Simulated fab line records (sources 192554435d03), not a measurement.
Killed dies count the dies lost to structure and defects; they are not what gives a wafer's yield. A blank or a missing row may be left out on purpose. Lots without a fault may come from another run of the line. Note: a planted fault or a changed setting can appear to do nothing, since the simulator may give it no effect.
The tool behind it: which one? + flow n5-finfet + Sampling: 22 lots, 66 wafers, 5 of 1938 route steps

WHAT EACH GAUGE READ, for each wafer
N5_SD_EPI_P_OVL_MEAS_10.
| lot  | measured    | on         | SD_P_BLK_OVL (nm) |
|------|-------------|------------|-------------------|
| L074 | day 3 07:22 | overlay-02 | -0.5 0.0 0.3      |
| L075 | day 3 16:04 | overlay-01 | 0.1 0.3 0.7       |
| L076 | day 3 18:40 | overlay-02 | -0.2 -0.5 -0.7    |
| L077 | day 4 01:11 | overlay-02 | -0.3 -0.5 0.1     |
| L078 | day 4 06:37 | overlay-01 | 0.9 -0.3 -0.1     |
| L079 | day 4 13:07 | overlay-01 | 1.3 0.1 0.0       |
| L080 | day 4 19:38 | overlay-01 | -0.4 1.0 0.9      |
| L081 | day 5 03:18 | overlay-01 | 1.4 0.0 1.0       |
| L082 | day 5 07:06 | overlay-01 | 1.9 0.8 0.4       |
| L083 | day 5 12:26 | overlay-01 | 1.1 1.1 1.2       |
| L084 | day 5 19:14 | overlay-01 | 0.7 -0.4 1.0      |
| L086 | day 6 07:40 | overlay-01 | -1.1 -1.5 -0.1    |
| L087 | day 6 14:09 | overlay-02 | 0.6 1.0 0.0       |
| L088 | day 6 16:47 | overlay-02 | 0.3 -0.6 1.1      |
| L089 | day 7 01:12 | overlay-01 | 0.6 0.8 0.4       |
| L090 | day 7 09:45 | overlay-01 | 0.1 0.2 0.0       |
| L091 | day 7 11:40 | overlay-01 | -0.1 -1.0 0.6     |
| L093 | day 8 01:24 | overlay-01 | 0.0 -0.2 -0.5     |
| L094 | day 8 07:05 | overlay-01 | 1.0 -0.5 0.2      |
| L095 | day 8 12:10 | overlay-02 | 0.4 0.5 0.3       |
| L096 | day 8 18:26 | overlay-01 | 0.4 -1.1 -0.3     |
| L097 | day 9 01:23 | overlay-02 | 1.4 0.2 0.7       |

N5_ILD0_THK_MEAS_08.
| lot  | measured    | on            | thk-nm (nm)       |
|------|-------------|---------------|-------------------|
| L074 | day 3 15:19 | film-metro-02 | 139.3 138.0 137.4 |
| L075 | day 4 00:15 | film-metro-02 | 138.6 139.7 138.6 |
| L076 | day 4 03:42 | film-metro-01 | 140.1 140.0 139.9 |
| L077 | day 4 09:09 | film-metro-01 | 139.6 138.0 138.8 |
| L078 | day 4 15:02 | film-metro-02 | 139.7 139.5 140.2 |
| L079 | day 4 21:33 | film-metro-02 | 139.5 139.4 139.1 |
| L080 | day 5 04:32 | film-metro-01 | 139.3 140.2 139.9 |
| L081 | day 5 10:55 | film-metro-02 | 139.7 138.5 138.7 |
| L082 | day 5 14:52 | film-metro-01 | 139.0 138.5 139.6 |
| L083 | day 5 22:23 | film-metro-02 | 137.6 137.6 136.7 |
| L084 | day 6 02:51 | film-metro-01 | 139.5 138.6 138.6 |
| L086 | day 6 16:24 | film-metro-02 | 138.9 137.8 138.3 |
| L087 | day 6 22:46 | film-metro-01 | 138.3 137.8 137.2 |
| L088 | day 7 02:02 | film-metro-02 | 139.2 140.1 139.2 |
| L089 | day 7 08:46 | film-metro-02 | 137.8 137.2 137.5 |
| L090 | day 7 17:20 | film-metro-01 | 138.5 137.9 140.4 |
| L091 | day 7 19:30 | film-metro-02 | 138.6 139.9 139.0 |
| L093 | day 8 10:45 | film-metro-02 | 137.2 138.0 137.9 |
| L094 | day 8 15:07 | film-metro-01 | 138.4 138.4 136.6 |
| L095 | day 8 21:00 | film-metro-01 | 137.5 139.8 139.8 |
| L096 | day 9 02:50 | film-metro-01 | 139.7 139.1 138.3 |
| L097 | day 9 10:36 | film-metro-02 | 138.4 138.0 138.3 |

WHAT TOOL EACH LOT RAN ON (gives the tool, then ch and the chambers of the sampled wafers, and finally the start)
| lot  | N5_SD_EPI_N_SD_RECESS_17        | N5_SD_EPI_P_ETCH_16               | N5_SD_ACTIVATION_RTA_00         |
|------|---------------------------------|-----------------------------------|---------------------------------|
| L074 | rie-si-06 ch 0,1,2, day 3 03:40 | rie-diel-02 ch 0,2,3, day 3 08:02 | rtp-anneal-02 ch 0, day 3 11:12 |
| L075 | rie-si-03 ch 2,3, day 3 12:23   | rie-diel-01 ch 0,1, day 3 16:44   | rtp-anneal-02 ch 0, day 3 19:54 |
| L076 | rie-si-06 ch 1,2,3, day 3 14:13 | rie-diel-04 ch 1,2,3, day 3 19:31 | rtp-anneal-01 ch 0, day 3 22:42 |
| L077 | rie-si-03 ch 0,1, day 3 21:37   | rie-diel-01 ch 0,2,3, day 4 01:52 | rtp-anneal-01 ch 0, day 4 05:22 |
| L078 | rie-si-06 ch 0,1,2, day 4 02:47 | rie-diel-02 ch 2,3, day 4 07:17   | rtp-anneal-02 ch 0, day 4 11:16 |
| L079 | rie-si-06 ch 0,1, day 4 09:32   | rie-diel-04 ch 1,2, day 4 13:48   | rtp-anneal-01 ch 0, day 4 17:51 |
| L080 | rie-si-01 ch 1,2, day 4 15:36   | rie-diel-02 ch 0,2, day 4 20:19   | rtp-anneal-02 ch 0, day 5 00:28 |
| L081 | rie-si-01 ch 0,1, day 4 23:32   | rie-diel-02 ch 1,2,3, day 5 03:59 | rtp-anneal-01 ch 0, day 5 07:08 |
| L082 | rie-si-03 ch 1,2,3, day 5 03:25 | rie-diel-01 ch 0,1,2, day 5 07:46 | rtp-anneal-01 ch 0, day 5 10:56 |
| L083 | rie-si-06 ch 1,2, day 5 08:44   | rie-diel-04 ch 1,2, day 5 13:16   | rtp-anneal-02 ch 0, day 5 17:24 |
| L084 | rie-si-06 ch 1,2,3, day 5 15:31 | rie-diel-01 ch 2,3, day 5 19:54   | rtp-anneal-01 ch 0, day 5 23:02 |
| L086 | rie-si-01 ch 0,1,3, day 6 03:19 | rie-diel-02 ch 0,2, day 6 08:20   | rtp-anneal-02 ch 0, day 6 12:20 |
| L087 | rie-si-03 ch 0,2,3, day 6 09:23 | rie-diel-01 ch 0,1,2, day 6 15:08 | rtp-anneal-02 ch 0, day 6 18:37 |
| L088 | rie-si-03 ch 1,2,3, day 6 12:28 | rie-diel-04 ch 1,2,3, day 6 17:28 | rtp-anneal-02 ch 0, day 6 21:36 |
| L089 | rie-si-03 ch 1,3, day 6 21:30   | rie-diel-01 ch 1,2,3, day 7 01:53 | rtp-anneal-01 ch 0, day 7 05:01 |
| L090 | rie-si-01 ch 0,3, day 7 05:57   | rie-diel-04 ch 0,1,3, day 7 10:28 | rtp-anneal-02 ch 0, day 7 13:38 |
| L091 | rie-si-01 ch 1,2, day 7 07:59   | rie-diel-01 ch 0,1,2, day 7 12:28 | rtp-anneal-01 ch 0, day 7 15:46 |
| L093 | rie-si-06 ch 1,2, day 7 21:43   | rie-diel-01 ch 1,2, day 8 02:06   | rtp-anneal-02 ch 0, day 8 05:29 |
| L094 | rie-si-03 ch 1,2,3, day 8 03:14 | rie-diel-01 ch 1,3, day 8 07:46   | rtp-anneal-02 ch 0, day 8 10:59 |
| L095 | rie-si-01 ch 0,1,2, day 8 07:37 | rie-diel-02 ch 0,1,2, day 8 12:50 | rtp-anneal-02 ch 0, day 8 16:08 |
| L096 | rie-si-01 ch 0,1,2, day 8 12:55 | rie-diel-04 ch 2,3, day 8 19:07   | rtp-anneal-02 ch 0, day 8 22:17 |
| L097 | rie-si-01 ch 1,3, day 8 21:22   | rie-diel-04 ch 1,2,3, day 9 02:03 | rtp-anneal-01 ch 0, day 9 06:17 |
- N5_SD_EPI_N_SD_RECESS_17: chemistry HBr/Cl2/O2, target depth 41 nm, time 23.7 s, bt time 3 s.
- N5_SD_EPI_P_ETCH_16: etches SiO2 in CHF3/O2, target depth 5 nm.
- N5_SD_ACTIVATION_RTA_00: time 0 s.

AS READ BY THE TOOLS THEMSELVES (means over the sampled wafers that have a number; for cases with no such wafer, the mark the record gives instead)
N5_SD_EPI_N_SD_RECESS_17.
| lot  | tool      | HBr_flow_sccm (sccm) | O2_flow_sccm (sccm) | chamber-pressure-mTorr (mTorr) | drypump-motor-current-A (A) | oes-product-au (a.u.) | throttle-valve-pct (%) |
|------|-----------|----------------------|---------------------|--------------------------------|-----------------------------|-----------------------|------------------------|
| L074 | rie-si-06 | 150.6                | 12.01               | 10.002                         | 6.1                         | 1.002                 | 36.98                  |
| L075 | rie-si-03 | 149.8                | 12.01               | 9.997                          | 5.9                         | 0.991                 | 37.20                  |
| L076 | rie-si-06 | 150.3                | 12.03               | 10.002                         | 5.7                         | 1.002                 | 37.16                  |
| L077 | rie-si-03 | 150.0                | 11.99               | 9.999                          | 6.0                         | 0.998                 | 37.20                  |
| L078 | rie-si-06 | 150.1                | 12.01               | 9.999                          | 6.1                         | 0.998                 | 36.99                  |
| L079 | rie-si-06 | 150.1                | 12.00               | 9.995                          | 6.1                         | 0.995                 | 37.01                  |
| L080 | rie-si-01 | 149.4                | 11.96               | 10.001                         | 5.5                         | 1.012                 | 37.18                  |
| L081 | rie-si-01 | 150.2                | 12.02               | 10.003                         | 5.5                         | 0.999                 | 36.72                  |
| L082 | rie-si-03 | 150.0                | 12.02               | 10.002                         | 5.9                         | 0.988                 | 37.25                  |
| L083 | rie-si-06 | 149.9                | 11.98               | 9.997                          | 5.9                         | 1.003                 | 37.22                  |
| L084 | rie-si-06 | 150.0                | 11.98               | 9.995                          | 5.7                         | 1.001                 | 37.15                  |
| L086 | rie-si-01 | 150.0                | 12.02               | 10.005                         | 5.7                         | 1.000                 | 36.92                  |
| L087 | rie-si-03 | 149.8                | 11.98               | 9.996                          | 5.8                         | 0.979                 | 37.06                  |
| L088 | rie-si-03 | 150.3                | 12.03               | 10.003                         | 5.9                         | 0.991                 | 37.25                  |
| L089 | rie-si-03 | 150.5                | 11.99               | 10.005                         | 5.9                         | 0.999                 | 37.28                  |
| L090 | rie-si-01 | 149.9                | 12.01               | 9.996                          | 5.7                         | 1.000                 | 36.90                  |
| L091 | rie-si-01 | 149.8                | 12.00               | 9.998                          | 5.5                         | 1.005                 | 37.19                  |
| L093 | rie-si-06 | 150.4                | 12.00               | 10.006                         | 5.9                         | 0.999                 | 37.22                  |
| L094 | rie-si-03 | 150.1                | 12.01               | 10.004                         | 5.9                         | 0.995                 | 37.25                  |
| L095 | rie-si-01 | 150.0                | 12.00               | 10.000                         | 5.5                         | 1.007                 | 36.95                  |
| L096 | rie-si-01 | 149.7                | 11.99               | 10.001                         | 5.5                         | 1.009                 | 36.95                  |
| L097 | rie-si-01 | 150.0                | 11.96               | 9.998                          | 5.7                         | 0.999                 | 36.97                  |

N5_SD_EPI_P_ETCH_16.
| lot  | tool        | O2_flow_sccm (sccm) | chamber-pressure-mTorr (mTorr) | drypump-motor-current-A (A) | oes_ar_750_au (a.u.) | oes_f_703_au (a.u.) | oes-product-au (a.u.) | rf-vpp-V (V) | showerhead-plenum-p-Torr (Torr) | throttle-valve-pct (%) |
|------|-------------|---------------------|--------------------------------|-----------------------------|----------------------|---------------------|-----------------------|--------------|---------------------------------|------------------------|
| L074 | rie-diel-02 | 4.994               | 30.011                         | 5.1                         | 0.83                 | 0.83                | 0.82                  | 527          | 2.53                            | 18.93                  |
| L075 | rie-diel-01 | 4.990               | 29.999                         | 5.6                         | 0.77                 | 0.78                | 0.76                  | 530          | 2.51                            | 18.79                  |
| L076 | rie-diel-04 | 5.005               | 29.980                         | 5.8                         | 0.75                 | 0.75                | 0.75                  | 523          | 2.38                            | 18.86                  |
| L077 | rie-diel-01 | 4.993               | 29.957                         | 5.0                         | 0.78                 | 0.79                | 0.78                  | 524          | 2.48                            | 18.75                  |
| L078 | rie-diel-02 | 5.004               | 30.005                         | 5.3                         | 0.87                 | 0.86                | 0.86                  | 528          | 2.55                            | 18.83                  |
| L079 | rie-diel-04 | 4.997               | 29.956                         | 5.9                         | 0.71                 | 0.71                | 0.71                  | 523          | 2.34                            | 18.94                  |
| L080 | rie-diel-02 | 5.006               | 29.986                         | 5.0                         | 0.77                 | 0.77                | 0.77                  | 529          | 2.52                            | 19.08                  |
| L081 | rie-diel-02 | 5.013               | 30.005                         | 5.1                         | 0.83                 | 0.83                | 0.83                  | 523          | 2.54                            | 18.85                  |
| L082 | rie-diel-01 | 4.998               | 30.036                         | 5.4                         | 0.76                 | 0.77                | 0.76                  | 525          | 2.47                            | 18.91                  |
| L083 | rie-diel-04 | 5.021               | 30.013                         | 5.7                         | 0.72                 | 0.71                | 0.72                  | 524          | 2.36                            | 18.96                  |
| L084 | rie-diel-01 | 4.999               | 30.017                         | 4.9                         | 0.77                 | 0.78                | 0.77                  | 520          | 2.44                            | 18.88                  |
| L086 | rie-diel-02 | 5.000               | 29.977                         | 4.9                         | 0.76                 | 0.77                | 0.76                  | 529          | 2.51                            | 19.09                  |
| L087 | rie-diel-01 | 4.997               | 30.053                         | 5.4                         | 0.75                 | 0.77                | 0.75                  | 525          | 2.47                            | 18.93                  |
| L088 | rie-diel-04 | 5.005               | 29.986                         | 5.8                         | 0.74                 | 0.73                | 0.73                  | 522          | 2.37                            | 18.90                  |
| L089 | rie-diel-01 | 5.011               | 30.027                         | 5.1                         | 0.75                 | 0.75                | 0.74                  | 524          | 2.47                            | 18.96                  |
| L090 | rie-diel-04 | 4.997               | 30.003                         | 5.9                         | 0.72                 | 0.72                | 0.72                  | 525          | 2.39                            | 18.96                  |
| L091 | rie-diel-01 | 5.005               | 30.019                         | 5.4                         | 0.75                 | 0.75                | 0.75                  | 525          | 2.47                            | 18.93                  |
| L093 | rie-diel-01 | 4.994               | 30.010                         | 5.5                         | 0.73                 | 0.74                | 0.72                  | 527          | 2.46                            | 19.13                  |
| L094 | rie-diel-01 | 5.010               | 30.000                         | 5.4                         | 0.72                 | 0.72                | 0.71                  | 528          | 2.49                            | 19.06                  |
| L095 | rie-diel-02 | 5.001               | 30.002                         | 5.0                         | 0.77                 | 0.77                | 0.76                  | 525          | 2.51                            | 19.01                  |
| L096 | rie-diel-04 | 4.979               | 29.985                         | 5.5                         | 0.73                 | 0.73                | 0.73                  | 524          | 2.40                            | 18.92                  |
| L097 | rie-diel-04 | 5.007               | 29.968                         | 5.7                         | 0.72                 | 0.72                | 0.72                  | 522          | 2.36                            | 18.91                  |

N5_SD_ACTIVATION_RTA_00.
| lot  | tool          | lamp-power-pct (%) | lamp_zone_4_pct (%) | wafer_temp_C_max |
|------|---------------|--------------------|---------------------|------------------|
| L074 | rtp-anneal-02 | 8.96               | 8.932               | 975.1            |
| L075 | rtp-anneal-02 | 8.97               | 8.945               | 975.8            |
| L076 | rtp-anneal-01 | 8.98               | 8.936               | 975.2            |
| L077 | rtp-anneal-01 | 9.01               | 8.940               | 975.4            |
| L078 | rtp-anneal-02 | 8.98               | 8.959               | 976.3            |
| L079 | rtp-anneal-01 | 8.94               | 8.961               | 974.3            |
| L080 | rtp-anneal-02 | 8.95               | 8.943               | 977.0            |
| L081 | rtp-anneal-01 | 8.97               | 8.940               | 977.2            |
| L082 | rtp-anneal-01 | 8.98               | 8.936               | 974.1            |
| L083 | rtp-anneal-02 | 8.94               | 8.946               | 975.7            |
| L084 | rtp-anneal-01 | 8.96               | 8.961               | 974.6            |
| L086 | rtp-anneal-02 | 8.96               | 8.957               | 974.9            |
| L087 | rtp-anneal-02 | 8.89               | 8.951               | 977.2            |
| L088 | rtp-anneal-02 | 8.98               | 8.955               | 975.9            |
| L089 | rtp-anneal-01 | 8.94               | 8.924               | 973.5            |
| L090 | rtp-anneal-02 | 8.97               | 8.956               | 974.6            |
| L091 | rtp-anneal-01 | 8.88               | 8.962               | 975.4            |
| L093 | rtp-anneal-02 | 8.92               | 8.935               | 973.9            |
| L094 | rtp-anneal-02 | 9.00               | 8.976               | 975.9            |
| L095 | rtp-anneal-02 | 8.95               | 8.930               | 974.2            |
| L096 | rtp-anneal-02 | 8.94               | 8.956               | 974.5            |
| L097 | rtp-anneal-01 | 8.90               | 8.943               | 975.2            |

THE ANSWER, worked out from the rows above alone
Rule: what is usual is taken from the lots themselves. Put in order of their means at a reading, lots are off if they are a third of the lots or fewer, leave a main group of 4 or more, and stand apart from it by a gap of 3 or more times the standard deviation of the main group's means; of several such gaps the widest counts. Not used: any main group whose means are identical at the precision the tables above print for the reading. A lot without any number at a reading at which 4 lots or more have one is off too. The other lots that the step has rows for count as sound. Order of review: gauges by route order, followed by the tools' own readings, for which a lot's mean as printed above is used. The first step at which some lot is off is used, and at that step the reading that is off furthest; a lot without a number counts as furthest.
None of the lots is off at any reading shown; this tells nothing.

WHAT HAD BEEN PUT IN BY THE SIMULATOR
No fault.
